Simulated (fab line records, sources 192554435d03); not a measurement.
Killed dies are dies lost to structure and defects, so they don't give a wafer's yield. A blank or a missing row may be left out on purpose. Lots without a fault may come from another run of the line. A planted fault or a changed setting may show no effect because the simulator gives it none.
Which tool did it? | flow n5_finfet | 8 lots, 23 wafers sampled, at 5 steps of a route of 1938

WHAT THE GAUGES READ, wafer by wafer
N5_BEOL_M4_RC_MEAS_101. Usual: DIBL_N 35.8 mV/V, standard deviation 1.4; DIBL_P 35.8 mV/V, standard deviation 1.6; IOFF_N 0.152 nA/um, standard deviation 0.021; IOFF_N_85C 3.0 nA/um, standard deviation 0.35; IOFF_N_LIN 0.072 nA/um, standard deviation 0.0081; IOFF_P 0.204 nA/um, standard deviation 0.027; IOFF_P_85C 3.6 nA/um, standard deviation 0.39; IOFF_P_LIN 0.099 nA/um, standard deviation 0.011; ION_N 672 uA/um, standard deviation 8.7; ION_P 461 uA/um, standard deviation 6.2; SS_N 71.5 mV/dec, standard deviation 0.54; SS_P 73.1 mV/dec, standard deviation 0.57; VT_N 250.0 mV, standard deviation 2.5; VT_P -250.6 mV, standard deviation 2.7.
lot  | measured     | on        | DIBL_N (mV/V)  | DIBL_P (mV/V)  | IOFF_N (nA/um)    | IOFF_N_85C (nA/um) | IOFF_N_LIN (nA/um) | IOFF_P (nA/um)    | IOFF_P_85C (nA/um) | IOFF_P_LIN (nA/um) | ION_N (uA/um) | ION_P (uA/um) | SS_N (mV/dec)  | SS_P (mV/dec)  | VT_N (mV)         | VT_P (mV)            | flag
L876 | day 8 16:16  | prober-01 | 35.2 33.2 34.6 | 35.6 33.7 34.7 | 0.168 0.141 0.152 | 3.2 2.7 2.9        | 0.079 0.068 0.072  | 0.230 0.197 0.206 | 3.9 3.4 3.6        | 0.113 0.100 0.104  | 678 680 673   | 466 463 463   | 71.2 70.2 71.4 | 72.4 72.3 73.0 | 247.5 251.0 249.4 | -248.2 -248.5 -247.2 |
L877 | day 9 00:26  | prober-01 | 36.7 35.8 35.3 | 38.0 37.4 36.7 | 0.175 0.163 0.156 | 3.4 3.2 3.1        | 0.080 0.077 0.073  | 0.212 0.192 0.185 | 3.7 3.5 3.4        | 0.098 0.090 0.089  | 683 692 680   | 463 462 461   | 72.8 72.6 72.0 | 73.2 72.9 72.8 | 251.0 249.6 250.9 | -252.0 -252.6 -254.4 |
L878 | day 8 23:56  | prober-02 | 34.7 35.5 35.3 | 34.2 35.7 34.9 | 0.138 0.151 0.144 | 2.8 3.0 2.9        | 0.067 0.072 0.069  | 0.192 0.212 0.207 | 3.4 3.7 3.6        | 0.096 0.103 0.101  | 671 678 673   | 461 464 460   | 71.9 71.5 71.2 | 73.5 73.1 73.0 | 247.8 248.7 247.1 | -249.0 -249.7 -249.5 |
L879 | day 9 06:34  | prober-01 | 36.0 34.9 37.7 | 32.6 31.8 34.9 | 0.124 0.118 0.149 | 2.6 2.5 3.0        | 0.060 0.059 0.071  | 0.196 0.184 0.226 | 3.4 3.2 3.8        | 0.101 0.095 0.113  | 663 667 677   | 462 457 468   | 71.8 70.7 71.3 | 72.6 72.6 73.8 | 254.1 252.7 250.1 | -248.2 -249.2 -246.0 |
L880 | day 9 07:11  | prober-02 | 35.7 35.0 35.7 | 36.7 35.6 37.1 | 0.159 0.147 0.171 | 3.1 2.9 3.3        | 0.076 0.071 0.080  | 0.223 0.202 0.229 | 3.9 3.6 3.9        | 0.113 0.104 0.115  | 679 667 686   | 466 464 463   | 72.1 71.3 71.1 | 73.0 72.2 72.8 | 247.3 246.3 245.7 | -249.0 -247.8 -248.5 |
L889 | day 11 19:25 | prober-01 | 35.2 34.9 36.1 | 34.8 34.8 36.5 | 0.136 0.136 0.156 | 2.8 2.7 3.1        | 0.065 0.066 0.073  | 0.169 0.170 0.200 | 3.0 3.0 3.5        | 0.083 0.084 0.095  | 667 675 668   | 458 459 453   | 72.1 71.7 72.7 | 72.7 72.9 73.1 | 252.3 252.2 248.5 | -253.7 -257.1 -253.7 |
L890 | day 12 02:14 | prober-02 | 37.9 37.5      | 40.1 39.9      | 0.215 0.210       | 4.1 4.0            | 0.101 0.099        | 0.268 0.272       | 4.6 4.5            | 0.126 0.128        | 695 688       | 475 473       | 72.2 71.8      | 74.5 73.8      | 243.9 241.8       | -247.1 -248.4        | OFF
L891 | day 12 05:31 | prober-01 | 38.6 38.7 38.4 | 36.3 37.7 36.6 | 0.179 0.189 0.187 | 3.4 3.6 3.5        | 0.080 0.085 0.084  | 0.204 0.214 0.213 | 3.5 3.7 3.6        | 0.097 0.102 0.101  | 673 679 678   | 459 462 456   | 72.2 71.7 72.4 | 73.7 73.7 74.0 | 247.4 246.5 247.7 | -250.7 -251.5 -249.0 |

N5_BEOL_M5_THK_MEAS_01. Usual: M5_ILD_THK 121.1 nm, standard deviation 1.6.
lot  | measured     | on            | M5_ILD_THK (nm)   | flag
L876 | day 8 17:43  | film_metro-01 | 119.4 121.1 120.4 |
L877 | day 9 01:41  | film_metro-02 | 117.6 120.8 119.1 |
L878 | day 9 01:19  | film_metro-01 | 119.0 121.4 121.2 |
L879 | day 9 07:58  | film_metro-02 | 118.7 121.5 120.7 |
L880 | day 9 08:53  | film_metro-02 | 121.4 122.8 122.4 |
L889 | day 11 20:40 | film_metro-02 | 120.4 121.7 121.4 |
L890 | day 12 03:46 | film_metro-02 | 118.9 119.7       |
L891 | day 12 07:03 | film_metro-01 | 121.9 122.7 124.5 |

WHICH TOOL RAN EACH LOT (tool, then ch and the chambers of the sampled wafers, then the start)
lot  | N5_STI_FIN_REVEAL_OXIDATION_33      | N5_BEOL_M4_SPUTTER_88        | N5_BEOL_M4_SPUTTER_92
L876 | plasma_asher-02 ch 0,1, day 2 14:26 | pvd_sputter-01, day 8 13:59  | pvd_sputter-01, day 8 14:26
L877 | plasma_asher-01 ch 0,1, day 2 20:23 | pvd_sputter-03, day 8 22:05  | pvd_sputter-03, day 8 22:31
L878 | plasma_asher-01 ch 0,1, day 3 02:29 | pvd_sputter-02, day 8 21:42  | pvd_sputter-02, day 8 22:08
L879 | plasma_asher-01 ch 0,1, day 3 08:57 | pvd_sputter-01, day 9 04:20  | pvd_sputter-01, day 9 04:46
L880 | plasma_asher-01 ch 0,1, day 3 14:58 | pvd_sputter-03, day 9 04:36  | pvd_sputter-03, day 9 05:02
L889 | plasma_asher-02 ch 0,1, day 5 19:34 | pvd_sputter-03, day 11 17:08 | pvd_sputter-03, day 11 17:34
L890 | plasma_asher-01 ch 0,1, day 6 01:51 | pvd_sputter-02, day 12 00:14 | pvd_sputter-02, day 12 00:41
L891 | plasma_asher-02 ch 0,1, day 6 07:40 | pvd_sputter-01, day 12 03:28 | pvd_sputter-01, day 12 03:55
- N5_STI_FIN_REVEAL_OXIDATION_33: chemistry O2 PLASMA REMOTE, time 20 s.
- N5_BEOL_M4_SPUTTER_88: material Cu, target thk 4.5 nm, time 8.29 s.
- N5_BEOL_M4_SPUTTER_92: material Cu, target thk 4.5 nm, time 8.29 s.

WHAT THE TOOLS THEMSELVES READ (means of the sampled wafers that have a number; where no wafer has one, the mark that the record gives instead)
N5_STI_FIN_REVEAL_OXIDATION_33. Usual: drypump_motor_current_A 6.4 A, standard deviation 0.39; heater_power_w 145 W, standard deviation 14.
lot  | tool            | drypump_motor_current_A (A) | heater_power_w (W) | flag
L876 | plasma_asher-02 | 6.1                         | 148                |
L877 | plasma_asher-01 | 6.6                         | 140                |
L878 | plasma_asher-01 | 6.3                         | 150                |
L879 | plasma_asher-01 | 6.5                         | 139                |
L880 | plasma_asher-01 | 6.5                         | 139                |
L889 | plasma_asher-02 | 6.3                         | 153                |
L890 | plasma_asher-01 | 6.4                         | 142                |
L891 | plasma_asher-02 | 6.3                         | 152                |

N5_BEOL_M4_SPUTTER_88. Usual: throttle_valve_pct 30.3 %, standard deviation 1.1.
lot  | tool           | throttle_valve_pct (%) | flag
L876 | pvd_sputter-01 | 30.3                   |
L877 | pvd_sputter-03 | 29.9                   |
L878 | pvd_sputter-02 | 30.6                   |
L879 | pvd_sputter-01 | 29.5                   |
L880 | pvd_sputter-03 | 28.7                   |
L889 | pvd_sputter-03 | 30.0                   |
L890 | pvd_sputter-02 | 29.9                   |
L891 | pvd_sputter-01 | 29.8                   |

N5_BEOL_M4_SPUTTER_92. Usual: throttle_valve_pct 30.3 %, standard deviation 1.1.
lot  | tool           | throttle_valve_pct (%) | flag
L876 | pvd_sputter-01 | 30.2                   |
L877 | pvd_sputter-03 | 29.8                   |
L878 | pvd_sputter-02 | 30.7                   |
L879 | pvd_sputter-01 | 29.5                   |
L880 | pvd_sputter-03 | 28.7                   |
L889 | pvd_sputter-03 | 30.0                   |
L890 | pvd_sputter-02 | 30.1                   |
L891 | pvd_sputter-01 | 29.8                   |

THE ANSWER, worked out from the rows above alone
Rule: a lot is off if the mean of its wafers that have a number lies more than 3 standard deviations from the usual mean. A lot without any number at a reading at which 4 lots or more have one is off too. The other lots that the step has rows for count as sound. The gauges are gone through in route order, then the tools' own readings, and for those a lot's mean is taken as printed above. The first step at which some lot is off is used, and at that step the reading that is off furthest; a lot without a number counts as furthest.
Off: L890, at N5_BEOL_M4_RC_MEAS_101 (IOFF_N_LIN).
A tool fits if, at a process step before that reading, it ran every lot that is off, and no sound lot after the first of them. The gauges at N5_BEOL_M4_RC_MEAS_101 are tried like those tools. Can't be told from this: 3 tools fit, plasma_asher-01 at N5_STI_FIN_REVEAL_OXIDATION_33, pvd_sputter-02 at N5_BEOL_M4_SPUTTER_88 and N5_BEOL_M4_SPUTTER_92, prober-02 at N5_BEOL_M4_RC_MEAS_101.

WHAT THE SIMULATOR HAD PUT IN
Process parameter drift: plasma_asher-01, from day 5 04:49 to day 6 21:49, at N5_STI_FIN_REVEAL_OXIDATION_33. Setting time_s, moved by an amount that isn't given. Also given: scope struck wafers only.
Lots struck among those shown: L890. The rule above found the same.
